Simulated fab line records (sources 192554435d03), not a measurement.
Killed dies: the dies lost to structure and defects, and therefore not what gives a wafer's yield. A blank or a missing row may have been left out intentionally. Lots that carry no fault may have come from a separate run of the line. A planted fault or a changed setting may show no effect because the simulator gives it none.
Lot-split experiment + flow n5Finfet + 21 wafers read across 7 lots, on a route 1938 steps long

SPLIT DETAILS
At N5_BEOL_M3_COAT_61 (time 60 s, resist thk 60 nm), the setting spinRpm was moved away from the recipe's 1500 rpm on 5 of the 21 wafers read, by -7.7% to +4.9%. The other wafers ran this setting at the recipe's value.

FROM THE SPLIT TO THE READING: what the file shows between them, 8 steps
- N5_BEOL_M3_COAT_62: time 60 s, resist thk 12 nm
- N5_BEOL_M3_COAT_73: time 60 s, resist thk 5 nm
- N5_BEOL_M3_ETCH_74: etches underlayer in N2/H2, target depth 6.5 nm, time 5.2 s
- N5_BEOL_M3_ETCH_63: etches SiARC in CF4, target depth 15.6 nm, time 26 s
- N5_BEOL_M3_ETCH_64: etches SOC in N2/H2, target depth 75 nm, overetch 15 nm, time 112.5 s
- N5_BEOL_M3_STRIP_65: strips in N2/H2
- N5_BEOL_M3_STRIP_75: strips in N2/H2
- N5_BEOL_M3_STRIP_66: strips in CF4

THE READING
SOC_of_BEOL_M3_COAT_61.thkNm (the simulator's own value, which no gauge read), in nm, at N5_BEOL_M3_HM_OPEN_17 (chemistry Cl2/BCl3, target TiN, target depth 20 nm, overetch 6 nm). No usual value for it is given in the file. Average 52.0 nm, standard deviation 0.32 nm, over the 16 wafers here run with the recipe.

| wafer  | tool, chamber at the split | spinRpm as run, rpm | against the recipe | SOC_of_BEOL_M3_COAT_61.thkNm, nm | against lot-mates on the recipe |
|--------|----------------------------|---------------------|--------------------|----------------------------------|---------------------------------|
| L077.4 | lithoTrack-01, 0           | 1554                | +3.6%              | 50.8                             | -0.9                            |
| L077.5 | lithoTrack-01, 0           | 1500                | recipe             | 51.6                             | -                               |
| L077.6 | lithoTrack-01, 0           | 1500                | recipe             | 51.8                             | -                               |
| L082.2 | lithoTrack-04, 0           | 1500                | recipe             | 52.4                             | -                               |
| L082.5 | lithoTrack-04, 0           | 1500                | recipe             | 52.6                             | -                               |
| L082.6 | lithoTrack-04, 0           | 1500                | recipe             | 52.2                             | -                               |
| L085.3 | lithoTrack-03, 0           | 1565                | +4.3%              | 50.8                             | -1.2                            |
| L085.4 | lithoTrack-03, 0           | 1500                | recipe             | 52                               | -                               |
| L085.5 | lithoTrack-03, 0           | 1565                | +4.3%              | 50.8                             | -1.2                            |
| L087.3 | lithoTrack-03, 0           | 1500                | recipe             | 51.8                             | -                               |
| L087.4 | lithoTrack-03, 0           | 1500                | recipe             | 51.4                             | -                               |
| L087.6 | lithoTrack-03, 0           | 1500                | recipe             | 52                               | -                               |
| L091.1 | lithoTrack-03, 0           | 1573                | +4.9%              | 50.8                             | -1.1                            |
| L091.2 | lithoTrack-03, 0           | 1500                | recipe             | 51.8                             | -                               |
| L091.3 | lithoTrack-03, 0           | 1500                | recipe             | 52                               | -                               |
| L092.1 | lithoTrack-01, 0           | 1500                | recipe             | 51.8                             | -                               |
| L092.3 | lithoTrack-01, 0           | 1500                | recipe             | 51.6                             | -                               |
| L092.5 | lithoTrack-01, 0           | 1500                | recipe             | 52.2                             | -                               |
| L095.1 | lithoTrack-01, 0           | 1500                | recipe             | 52.2                             | -                               |
| L095.2 | lithoTrack-01, 0           | 1385                | -7.7%              | 54.8                             | +2.5                            |
| L095.5 | lithoTrack-01, 0           | 1500                | recipe             | 52.4                             | -                               |

FIT RESULTS
A straight line over all 21 wafers: SOC_of_BEOL_M3_COAT_61.thkNm changes by -0.319 nm for each +1% of spinRpm; r = -0.93; the points scatter about the line by 0.32 nm.
The same after taking each lot's own level away (the mean of its wafers on the recipe; 21 wafers): -0.29 nm for each +1%; r = -0.97; scatter 0.19 nm.
The reading moves by 2.2 nm for the largest change in spinRpm, on that fit.
The lots' own levels span 51.70 to 52.40 nm, that is 2.2 times the standard deviation above.
In other words, the slope is changed by the lot-to-lot level; the two fits disagree.
Check: for one of the wafers moved furthest among these (-7.7%), held out of the fit, the line's prediction against its lot-mates is +1.96 nm. Against them it came out at +2.5 nm.

OTHER SPLITS ON THESE WAFERS
These wafers also went through other splits before the reading. Each is held against what the fit with the lots' levels taken away leaves over:
| other split on the same wafers    | wafers away from the commonest value | r with SOC_of_BEOL_M3_COAT_61.thkNm (lot level and that fit taken away) |
|-----------------------------------|--------------------------------------|-------------------------------------------------------------------------|
| N5_BEOL_M0_SAQP_COAT_105 spinRpm  | 8                                    | +0.43                                                                   |
| N5_BEOL_M0_ETCH_109 biasW         | 10                                   | +0.12                                                                   |
| N5_BEOL_M1_TRENCH_ETCH_37 sourceW | 7                                    | +0.16                                                                   |
| N5_BEOL_M2_COAT_67 spinRpm        | 8                                    | -0.12                                                                   |
| N5_BEOL_M2_COAT_22 spinRpm        | 9                                    | +0.18                                                                   |
| N5_BEOL_M2_ETCH_69 biasW          | 7                                    | -0.52                                                                   |
| N5_BEOL_M2_ALD_98 aldCycles       | 8                                    | +0.05                                                                   |
| N5_BEOL_M3_HM_DEP_02 targetThkA   | 9                                    | -0.46                                                                   |

THE WHOLE CHAIN: every reading that the file lists as answering this split, in the file's order
| step                  | what it does                                                          | reading                                                                       | change (the file's fit)               | r (the file's) |
|-----------------------|-----------------------------------------------------------------------|-------------------------------------------------------------------------------|---------------------------------------|----------------|
| N5_BEOL_M3_COAT_61    | time 60 s, resist thk 60 nm                                           | SOC_of_BEOL_M3_COAT_61.thkNm (the simulator's own value, which no gauge read) | -0.309 nm for each +1% of the setting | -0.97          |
| N5_BEOL_M3_ETCH_64    | etches SOC in N2/H2, target depth 75 nm, overetch 15 nm, time 112.5 s | etch.depthNm (the simulator's own value, which no gauge read)                 | -0.301 nm for each +1% of the setting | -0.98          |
| N5_BEOL_M3_HM_OPEN_17 | chemistry Cl2/BCl3, target TiN, target depth 20 nm, overetch 6 nm     | SOC_of_BEOL_M3_COAT_61.thkNm (the simulator's own value, which no gauge read) | -0.289 nm for each +1% of the setting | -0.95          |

FILE'S OWN FIT
SOC_of_BEOL_M3_COAT_61.thkNm changes by -0.289 nm for each +1% of spinRpm, r = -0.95.
